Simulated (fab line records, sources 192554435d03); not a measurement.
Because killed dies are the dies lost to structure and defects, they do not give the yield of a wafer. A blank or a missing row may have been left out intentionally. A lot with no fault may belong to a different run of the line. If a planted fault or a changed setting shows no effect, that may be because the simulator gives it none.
Split-lot trial -- flow n5_finfet -- on a route of 1938 steps: 7 lots, 21 wafers read

== THE SPLIT ==
At N5_BEOL_M2_ETCH_69 (etches SiARC in CF4, target depth 15.6 nm, time 26 s), the setting bias_w was moved away from the recipe's 36 W on 5 of the 21 wafers read, by -9.4% to +16.1%. This setting was run at the recipe's value on the other wafers.

Reading taken at the split's own step.

== THE READING ==
rf_vpp_V, in V, at N5_BEOL_M2_ETCH_69 (etches SiARC in CF4, target depth 15.6 nm, time 26 s). A value of 184.5 V with a standard deviation of 1 V is what fault-free wafers of this fab line usually give.

wafer,"tool, chamber at the split","bias_w as run, W",against the recipe,"rf_vpp_V, V",against lot-mates on the recipe
L076.1,"rie_diel-02, 1",36,recipe,184.6,-
L076.5,"rie_diel-02, 0",36,recipe,184.3,-
L076.6,"rie_diel-02, 1",36,recipe,185.3,-
L080.2,"rie_diel-05, 3",36,recipe,184.6,-
L080.4,"rie_diel-05, 2",41.81,+16.1%,204.5,+19.9
L080.5,"rie_diel-05, 3",41.81,+16.1%,203.6,+19.0
L081.2,"rie_diel-05, 2",36,recipe,183.9,-
L081.3,"rie_diel-05, 0",36,recipe,183.7,-
L081.4,"rie_diel-05, 1",32.63,-9.4%,173.5,-10.3
L084.3,"rie_diel-01, 2",36,recipe,184.2,-
L084.5,"rie_diel-01, 3",36,recipe,184.3,-
L084.6,"rie_diel-01, 1",39.13,+8.7%,194.6,+10.3
L091.1,"rie_diel-02, 3",36,recipe,184.8,-
L091.4,"rie_diel-02, 1",36,recipe,184.2,-
L091.5,"rie_diel-02, 3",36,recipe,184.5,-
L094.1,"rie_diel-02, 1",39.54,+9.8%,196.3,+10.7
L094.2,"rie_diel-02, 0",36,recipe,186.4,-
L094.5,"rie_diel-02, 0",36,recipe,184.8,-
L093.3,"rie_diel-05, 2",36,recipe,183.9,-
L093.5,"rie_diel-05, 1",36,recipe,185.2,-
L093.6,"rie_diel-05, 0",36,recipe,183.7,-

THE FIT
A straight line over all 21 wafers: rf_vpp_V changes by +1.2 V for each +1% of bias_w; r = +1.00; the points scatter about the line by 0.64 V.
The same after taking each lot's own level away (the mean of its wafers on the recipe; 21 wafers): +1.18 V for each +1%; r = +1.00; scatter 0.53 V.
That fit puts the effect of the largest move of bias_w on the reading at 19 V.
Across the lots, their own levels run from 183.80 to 185.60 V, a range of 1.8 times the standard deviation given above.
The two slopes agree, so the slope changes little with the lot-to-lot level.
Check: for one of the wafers moved furthest among these (+16.1%), held out of the fit, the line's prediction against its lot-mates is +18.6 V. Against them it came out at +19.9 V.
Tool readings at the split's step, against how far the setting was moved: rf_vpp_V r = +1.00.

== OTHER SPLITS APPLIED TO THESE WAFERS ==
Note: prior to the reading, these wafers also went through further splits. Each is held against what the fit with the lots' levels taken away leaves over:
other split on the same wafers,wafers away from the commonest value,r with rf_vpp_V (lot level and that fit taken away)
N5_BEOL_M0_CUTY_ETCH_63 source_w,8,-0.34

== FILE'S OWN FIT ==
rf_vpp_V changes by +1.16 V for each +1% of bias_w, r = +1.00.
